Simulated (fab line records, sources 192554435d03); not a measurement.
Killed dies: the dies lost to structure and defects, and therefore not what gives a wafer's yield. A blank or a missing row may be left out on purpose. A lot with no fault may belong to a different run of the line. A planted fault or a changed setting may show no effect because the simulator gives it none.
fab line records	flow n5Finfet
record lots=8	wafers=24	lastDay=17
route steps=1938 shown FIN_SAQP@96 BEOL_M4@1111
lots that met no fault: taken from a fault-free run of the same line
startH: hours from the record's first day to the start of the lot's first wafer shown	waitH: hours since the lot's step before	" repeats the value in the row above	L1.1+2: several wafers, shown together as one row	- value missing, or start not given	* or withheld: withheld	< > ~ a bound
route shown NAME@n: names a module that has steps shown in the file, with the first one's number in the route	usual: mean and standard deviation over wafers with no fault	same: alike in all rows	chamber/n: place in a boat	sites: each site's reading	_std_site: their standard deviation	_edge_site: the outer-site mean with the inner-site mean subtracted	radiusMm: for every site, how far away it sits from the centre of the wafer	mask NAME#n: copy n	behind: the last tool/chamber to shape the wafer	hold: reason for holding the lot/hours on hold/outcome of the hold	device: the n, p or np transistor that did not switch	end of line: tests of these same wafers at the route's end	a step given without rows: its recipe and nothing more	killed: at the first sort, the dies lost to defects and structure; wafer yield is something else	map: per-die view of a wafer (x killed, . not killed, _ where there is no die)
set.NAME: the run value of the setting; set.NAME@STEP: its run value at that earlier step	model.NAME: the simulator's own value behind a step, which no gauge read
route steps across a sampled set of lots; one table per step, one row per wafer
services: from which hour (startH, from the record's first day; less than 0 if before it) a tool's chamber was out of use, for how many hours, and why
## steps
# step N5_FIN_SAQP_HM_DEP_03
# recipe material=SiNx	targetThkA=380	tempC=400	precursor=SiH4/NH3/N2	pressureTorr=1.5	rfW=300	timeS=33.6
# usual heaterPowerW=777/60	showerheadPlenumPTorr=5.15/0.047	throttleValvePct=41.2/2.8
lot.wafer	tool	chamber	startH	waitH	heaterPowerW	showerheadPlenumPTorr	throttleValvePct
L306.1	pecvd-04	2	22.60	0.2	822	5.16	39.3
L306.4	"	2	"	"	802	5.14	39.2
L306.6	"	1	"	"	813	5.13	46.4
L308.1	pecvd-04	0	33.70	0.2	743	5.11	39.2
L308.3	"	1	"	"	868	5.14	46.2
L308.5	"	0	"	"	773	5.11	39.5
L309.2	pecvd-03	2	38.70	0.2	729	5.14	37.6
L309.3	"	0	"	"	756	5.28	42.8
L309.4	"	2	"	"	731	5.15	37.3
L313.1	pecvd-04	1	63.66	0.2	741	5.13	46.3
L313.5	"	0	"	"	785	5.11	39.4
L313.6	"	1	"	"	767	5.13	46.1
L314.1	pecvd-02	1	70.14	0.2	892	5.19	41.5
L314.4	"	2	"	"	653	5.10	38.3
L314.6	"	0	"	"	756	5.12	41.5
L321.1	pecvd-02	0	110.54	0.2	782	5.13	41.8
L321.3	"	2	"	"	634	5.12	38.1
L321.4	"	0	"	"	772	5.13	41.6
L328.1	pecvd-02	0	153.66	0.2	756	5.13	41.6
L328.4	"	2	"	"	680	5.12	38.3
L328.5	"	0	"	"	798	5.12	41.8
L329.2	pecvd-02	2	158.34	0.2	640	5.10	38.7
L329.4	"	0	"	"	825	5.12	41.7
L329.5	"	2	"	"	648	5.11	38.6
# step N5_FIN_SAQP_THK_MEAS_05
# usual thkNm=37.9/0.5
lot.wafer	tool	chamber	startH	waitH	thkNm
L306.1	filmMetro-02	-	22.69	0.1	37.2
L306.4	"	-	"	"	38.0
L306.6	"	-	"	"	38.0
L308.1	filmMetro-02	-	33.79	0.1	37.1
L308.3	"	-	"	"	37.5
L308.5	"	-	"	"	37.9
L309.2	filmMetro-01	-	38.79	0.1	37.3
L309.3	"	-	"	"	36.6
L309.4	"	-	"	"	37.3
L313.1	filmMetro-01	-	63.75	0.1	37.5
L313.5	"	-	"	"	38.6
L313.6	"	-	"	"	38.5
L314.1	filmMetro-02	-	70.23	0.1	37.4
L314.4	"	-	"	"	38.8
L314.6	"	-	"	"	38.0
L321.1	filmMetro-02	-	110.62	0.1	37.5
L321.3	"	-	"	"	37.6
L321.4	"	-	"	"	38.9
L328.1	filmMetro-02	-	153.75	0.1	37.5
L328.4	"	-	"	"	38.3
L328.5	"	-	"	"	38.6
L329.2	filmMetro-02	-	158.43	0.1	37.6
L329.4	"	-	"	"	38.3
L329.5	"	-	"	"	38.3
# step N5_FIN_SAQP_THK_MEAS_07
# usual thkNm=59.8/0.7
lot.wafer	tool	chamber	startH	waitH	thkNm
L306.1	filmMetro-02	-	22.89	0.1	59.6
L306.4	"	-	"	"	60.4
L306.6	"	-	"	"	60.6
L308.1	filmMetro-02	-	33.99	0.1	60.4
L308.3	"	-	"	"	59.5
L308.5	"	-	"	"	60.7
L309.2	filmMetro-01	-	39.00	0.1	59.1
L309.3	"	-	"	"	59.0
L309.4	"	-	"	"	59.7
L313.1	filmMetro-02	-	63.95	0.1	59.3
L313.5	"	-	"	"	59.7
L313.6	"	-	"	"	59.4
L314.1	filmMetro-02	-	70.44	0.1	59.5
L314.4	"	-	"	"	60.1
L314.6	"	-	"	"	60.4
L321.1	filmMetro-02	-	110.83	0.1	59.4
L321.3	"	-	"	"	59.7
L321.4	"	-	"	"	59.9
L328.1	filmMetro-01	-	153.95	0.1	59.9
L328.4	"	-	"	"	60.0
L328.5	"	-	"	"	61.2
L329.2	filmMetro-02	-	158.63	0.1	59.5
L329.4	"	-	"	"	60.4
L329.5	"	-	"	"	60.1
# step N5_FIN_SAQP_MANDREL_ETCH_22
# recipe targetDepthA=600	chemistry=HBr/Cl2	target=a-Si	stopOn=SiNx	btTimeS=10	overEtchFrac=0.5	timeS=30	pressureMtorr=10	icpW=800	biasW=75	HBr_flow_sccm=150	Cl2_flow_sccm=80	ends=endPoint
# usual biasW=75.02/0.25	drypumpMotorCurrentA=5.5/0.32	oesProductAu=0.761/0.014	overEtchFrac=0.5/0	throttleValvePct=35.4/0.38
lot.wafer	tool	chamber	startH	waitH	biasW	drypumpMotorCurrentA	oesProductAu	overEtchFrac	rfHoursCounterH	throttleValvePct
L306.1	rieSi-05	0	23.76	0.0	74.73	5.6	0.760	0.5	174	36.0
L306.4	"	3	"	"	75.37	5.4	0.775	0.5	83	35.5
L306.6	"	3	"	"	75.44	5.5	0.766	0.5	-	35.4
L308.1	rieSi-01	2	35.04	0.0	74.67	5.3	0.777	0.5	38	35.6
L308.3	"	1	"	"	75.46	5.9	0.745	0.5	109	34.8
L308.5	"	3	"	"	74.55	5.6	0.756	0.5	-	35.1
L309.2	rieSi-01	1	39.75	0.0	74.73	5.9	0.742	0.5	109	34.8
L309.3	"	2	"	"	75.26	5.4	0.773	0.5	38	35.6
L309.4	"	0	"	"	74.86	5.2	0.772	0.5	43	35.8
L313.1	rieSi-01	3	64.69	0.0	74.98	5.6	0.635	1.0356	54	35.4
L313.5	"	2	"	"	74.95	5.3	0.658	1.0356	-	35.9
L313.6	"	1	"	"	74.73	5.9	0.624	1.0356	-	35.0
L314.1	rieSi-01	3	71.30	0.0	75.02	5.6	0.642	1.0356	54	35.4
L314.4	"	1	"	"	75.47	5.9	0.634	1.0356	110	35.0
L314.6	"	2	"	"	75.36	5.4	0.657	1.0356	-	35.8
L321.1	rieSi-05	3	111.70	0.0	74.90	5.5	0.763	0.5	85	35.5
L321.3	"	0	"	"	74.66	5.6	0.761	0.5	176	36.0
L321.4	"	1	"	"	75.03	4.8	0.760	0.5	7	35.2
L328.1	rieSi-05	1	154.82	0.0	74.89	4.8	0.758	0.5	8	35.1
L328.4	"	2	"	"	75.37	5.8	0.744	0.5	92	35.2
L328.5	"	3	"	"	75.05	5.4	0.774	0.5	-	35.5
L329.2	rieSi-05	1	159.63	0.0	75.38	4.8	0.756	0.5	8	35.1
L329.4	"	3	"	"	75.01	5.4	0.763	0.5	86	35.5
L329.5	"	0	"	"	75.04	5.6	0.778	0.5	-	36.0
# step N5_FIN_SAQP_ETCH_57
# recipe chemistry=CH3F/O2	target=SiNx	maskMaterial=SiO2	targetDepthA=325	timeS=46.4	pressureMtorr=30	sourceW=395	biasW=73	Ar_flow_sccm=150	CH3F_flow_sccm=30	O2_flow_sccm=20	ionEnergyEv=120	ends=cleared
# usual biasW=72.97/0.22	drypumpMotorCurrentA=5.6/0.5	etchRfOnTimeS=45.8/1.1	oes_ar_750_au=0.80/0.097	oesProductAu=0.68/0.085	rfVppV=295/4.9	showerheadPlenumPTorr=2.01/0.075	throttleValvePct=16.41/0.26
lot.wafer	tool	chamber	startH	waitH	biasW	drypumpMotorCurrentA	etchRfOnTimeS	oes_ar_750_au	oesProductAu	rfHoursCounterH	rfVppV	showerheadPlenumPTorr	throttleValvePct
L306.1	rieDiel-06	3	25.75	0.1	73.31	5.6	44.5	0.90	0.76	31	290	1.96	16.32
L306.4	"	3	"	"	73.04	5.6	45.5	0.89	0.76	-	291	1.96	16.33
L306.6	"	2	"	"	73.00	5.6	46.5	0.76	0.64	-	287	2.08	16.69
L308.1	rieDiel-06	0	37.07	0.2	73.08	5.7	44.8	0.97	0.83	4	294	2.15	16.08
L308.3	"	2	"	"	73.27	5.6	45.8	0.76	0.64	157	287	2.08	16.69
L308.5	"	3	"	"	73.09	5.6	45.0	0.88	0.75	-	293	1.96	16.34
L309.2	rieDiel-06	2	41.55	0.0	72.29	5.5	45.4	0.76	0.64	159	288	2.08	16.69
L309.3	"	3	"	"	72.80	5.5	44.2	0.88	0.74	38	293	1.95	16.32
L309.4	"	0	"	"	73.12	5.7	46.1	0.96	0.82	-	296	2.15	16.08
L313.1	rieDiel-01	0	66.86	0.1	73.04	4.7	38.4	0.75	0.65	158	294	1.98	16.14
L313.5	"	2	"	"	72.63	6.2	38.4	0.71	0.60	-	296	2.07	16.57
L313.6	"	0	"	"	73.03	4.7	38.8	0.75	0.65	-	293	1.98	16.12
L314.1	rieDiel-01	1	73.53	0.3	72.99	5.0	36.8	0.76	0.65	136	301	1.93	16.74
L314.4	"	2	"	"	72.58	6.2	37.3	0.70	0.60	-	296	2.06	16.57
L314.6	"	0	"	"	72.92	4.7	37.9	0.75	0.65	-	295	1.98	16.14
L321.1	rieDiel-06	2	115.22	0.3	72.80	5.6	45.4	0.74	0.62	186	287	2.07	16.75
L321.3	"	0	"	"	73.24	5.7	43.3	0.90	0.76	34	296	2.14	16.14
L321.4	"	2	"	"	73.03	5.5	46.5	0.73	0.61	-	287	2.07	16.75
L328.1	rieDiel-01	0	156.59	0.0	72.77	4.7	46.8	0.73	0.62	194	292	1.97	16.20
L328.4	"	0	"	"	73.12	4.7	47.4	0.73	0.62	-	294	1.97	16.19
L328.5	"	3	"	"	73.21	5.4	46.9	0.89	0.77	-	304	1.96	16.12
L329.2	rieDiel-06	1	161.43	0.0	73.07	6.3	44.2	0.94	0.82	11	298	1.96	16.02
L329.4	"	2	"	"	73.04	5.5	46.8	0.72	0.60	205	286	2.06	16.78
L329.5	"	1	"	"	73.44	6.3	45.0	0.94	0.82	-	298	1.96	16.04
# step N5_BEOL_M4_RC_MEAS_101
# usual DIBL_N=36.8/1.5	DIBL_P=37.1/2.1	IOFF_N=0.168/0.03	IOFF_P=0.22/0.034	ION_N=679/12	ION_P=466/8	SS_N=71.7/0.58	SS_P=73.5/0.67	VT_N=248.8/2.7	VT_P=-250/3.3
lot.wafer	tool	chamber	startH	waitH	DIBL_N[mV/V]	DIBL_P[mV/V]	IOFF_N[nA/um]	IOFF_P[nA/um]	ION_N[uA/um]	ION_P[uA/um]	SS_N[mV/dec]	SS_P[mV/dec]	VT_N[mV]	VT_P[mV]
L306.1	prober-02	0	156.19	0.0	38.6	39.9	0.204	0.24	683	463	73.2	74.1	247.3	-249
L306.4	"	0	"	"	34.9	35.0	0.135	0.17	662	455	71.3	73.5	250.8	-256
L306.6	"	0	"	"	38.5	39.9	0.213	0.25	679	466	71.6	74.3	244.0	-247
L308.1	prober-01	0	181.48	0.0	37.0	36.1	0.146	0.19	678	461	71.5	73.5	249.8	-253
L308.3	"	0	"	"	36.9	36.0	0.146	0.20	675	462	70.6	72.9	247.4	-249
L308.5	"	0	"	"	37.1	36.1	0.148	0.20	672	461	70.9	73.4	248.0	-250
L309.2	prober-02	0	181.93	0.2	36.8	36.8	0.162	0.26	690	482	71.3	73.5	248.8	-246
L309.3	"	0	"	"	37.9	38.8	0.184	0.29	689	479	71.8	74.2	249.6	-242
L309.4	"	0	"	"	37.9	37.6	0.190	0.26	704	486	71.9	73.5	246.3	-246
L313.1	prober-02	0	207.27	0.0	39.4	37.8	0.201	0.25	695	471	71.9	74.3	248.2	-249
L313.5	"	0	"	"	37.6	36.6	0.169	0.23	684	466	72.0	73.3	250.7	-246
L313.6	"	0	"	"	37.8	37.7	0.178	0.25	695	478	72.0	73.8	247.1	-243
L314.1	prober-02	0	211.98	0.0	38.5	38.9	0.202	0.22	682	455	72.4	74.0	246.2	-250
L314.4	"	0	"	"	35.3	36.3	0.153	0.19	678	466	72.1	73.2	250.0	-253
L314.6	"	0	"	"	37.8	39.0	0.204	0.24	696	467	72.0	74.1	245.2	-249
L321.1	prober-02	0	248.52	0.0	36.5	37.7	0.184	0.21	686	463	71.9	73.9	245.8	-253
L321.3	"	0	"	"	35.7	37.1	0.152	0.19	682	471	71.7	72.8	249.9	-254
L321.4	"	0	"	"	38.2	39.7	0.230	0.24	697	476	73.2	74.2	242.6	-250
L328.1	prober-02	0	296.59	0.0	33.4	33.0	0.126	0.19	679	469	71.3	72.9	252.8	-251
L328.4	"	0	"	"	34.7	34.8	0.147	0.22	681	472	71.5	73.4	252.4	-247
L328.5	"	0	"	"	36.5	36.2	0.164	0.26	678	474	72.4	73.0	248.7	-246
L329.2	prober-01	0	314.67	0.2	37.7	38.6	0.167	0.25	676	467	71.3	73.1	249.5	-246
L329.4	"	0	"	"	38.0	37.2	0.171	0.22	680	469	71.0	72.6	249.2	-248
L329.5	"	0	"	"	35.4	34.7	0.135	0.18	667	455	71.3	72.9	252.4	-251
## services
tool	chamber	startH	hours	kind
rieDiel-06	0	2.53	-	clean
rieDiel-06	0	2.53	-	consumableReplace:focusRing
rieDiel-06	0	2.53	-	consumableReplace:showerhead
rieDiel-01	2	20.42	10.9	repair
rieDiel-01	0	24.21	21.6	repair
rieDiel-06	1	34.50	8.1	repair
rieDiel-01	1	38.11	1.3	repair
rieDiel-06	1	44.87	4.8	repair
rieDiel-01	3	59.97	1.7	repair
rieDiel-01	3	61.78	-	clean
rieDiel-01	3	61.78	-	consumableReplace:focusRing
rieDiel-01	3	61.78	14.4	scheduledDown
rieDiel-01	3	61.78	14.4	ventCycle
pecvd-04	2	86.69	2.1	scheduledDown
pecvd-04	1	88.82	2.1	scheduledDown
rieDiel-06	1	109.69	-	clean
rieDiel-06	1	109.69	-	consumableReplace:focusRing
rieDiel-06	1	109.69	20.6	scheduledDown
rieDiel-06	1	109.69	20.6	ventCycle
rieDiel-01	3	130.35	4.5	repair
pecvd-04	-	130.72	0.6	repair
pecvd-04	0	134.53	2.1	scheduledDown
pecvd-02	-	136.68	2.8	pm
rieDiel-01	-	148.96	0.1	repair
## key
firstSign step=N5_FIN_SAQP_MANDREL_ETCH_22	reading=overEtchFrac	direction=up	sigmas=99+	usual=0.5	struck=1.0356
effect step=N5_FIN_SAQP_MANDREL_ETCH_22	reading=oesProductAu	direction=down	sigmas=8.5	usual=0.761	struck=0.642
effect step=N5_FIN_SAQP_ETCH_57	reading=etchRfOnTimeS	direction=down	sigmas=7.5	usual=*	struck=*
metAt N5_FIN_SAQP_MANDREL_ETCH_22
struckLots L313,L314
notActingAt N5_FIN_SAQP_HM_DEP_03,N5_FIN_SAQP_THK_MEAS_05,N5_FIN_SAQP_THK_MEAS_07
onsetBetween 39.75 64.69
fault kind=processParameterDrift	tool=rieSi-01	chamber=-	onsetH=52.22	steps=N5_FIN_SAQP_MANDREL_ETCH_22	channel=overEtchFrac	offset=0.5356	shape=step	endH=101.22	actsIn=theseRecipesOnly	stated=0.5
